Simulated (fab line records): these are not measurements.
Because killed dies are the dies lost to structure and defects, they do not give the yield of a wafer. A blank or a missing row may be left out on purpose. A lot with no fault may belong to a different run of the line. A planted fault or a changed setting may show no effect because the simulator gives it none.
Matching of chambers ; flow nandHarc ; aldHk-01 running NHARC_A_CHANNEL_FILL_D1_ALD_25: 4 sister chambers
The step deposits SiOx, target thk 60 nm, pulse time 10 s, ald cycles 600. 20 wafers are shown with their chamber, then 10 later ones without.

EACH WAFER AND ITS CHAMBER
wafer;chamber;heaterPowerW (W);susceptorTempC (C);precursorPulseHeightRel
L075.4;0;550;299.73;1.004
L075.1;2;542;300.11;0.993
L075.5;3;445;300.24;0.990
L078.4;1;443;300.35;0.996
L078.5;3;446;300.00;0.971
L078.6;2;531;299.77;0.996
L079.1;0;558;299.70;0.983
L079.3;3;453;300.11;1.023
L079.5;0;544;300.05;0.985
L081.2;1;434;300.07;1.037
L081.3;2;548;300.05;0.968
L081.5;2;556;299.95;1.013
L084.4;2;543;299.98;1.050
L084.5;2;525;299.66;1.004
L084.6;3;474;299.75;0.998
L086.1;3;452;299.83;1.029
L086.2;0;608;299.85;0.999
L086.6;3;467;300.21;0.991
L088.1;0;599;300.06;1.030
L088.2;1;441;299.89;0.994

SIGNATURES, as means of the wafers listed above
reading;chamber 0;chamber 1;chamber 2;chamber 3;scatter within a chamber
heaterPowerW;571.80;439.33;540.83;456.17;17.4
susceptorTempC;299.8780;300.1033;299.9200;300.0233;0.189
precursorPulseHeightRel;1.00020;1.00900;1.00400;1.00033;0.0233
Rule: a wafer lies at a distance from a chamber equal to the root of the sum of squares, over the readings, of (its reading less the chamber's mean, divided by the reading's scatter). If the next closest chamber is less than 2 further off than the closest, the wafer can't be placed; otherwise it belongs to the closest. The scatter: take each reading less its chamber's mean, square it, sum over the shown wafers, divide by the number of wafers less the number of chambers, and take the root.

WAFERS WHOSE CHAMBER IS MISSING
wafer;heaterPowerW (W);susceptorTempC (C);precursorPulseHeightRel
L088.3;518;300.01;1.026
L091.1;592;299.75;0.992
L091.3;453;300.01;1.012
L091.5;514;300.04;1.013
L092.1;541;299.80;1.000
L092.2;602;299.80;1.037
L092.5;522;300.03;0.989
L097.1;451;299.92;0.996
L097.2;529;299.99;1.003
L097.3;590;300.12;1.039

EACH ONE'S CHAMBER
wafer;from the rows above;in truth
L088.3;can't be placed: 2 or 0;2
L091.1;can't be placed: 0 or 2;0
L091.3;can't be placed: 3 or 1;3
L091.5;can't be placed: 2 or 3 or 0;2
L092.1;can't be placed: 2 or 0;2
L092.2;can't be placed: 0 or 2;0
L092.5;can't be placed: 2 or 0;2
L097.1;can't be placed: 3 or 1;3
L097.2;can't be placed: 2 or 0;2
L097.3;can't be placed: 0 or 2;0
Correctly placed: 0 of 10. Not placeable from these rows: 10 (in 10, the candidates include the true chamber). Number placed wrongly: 0.
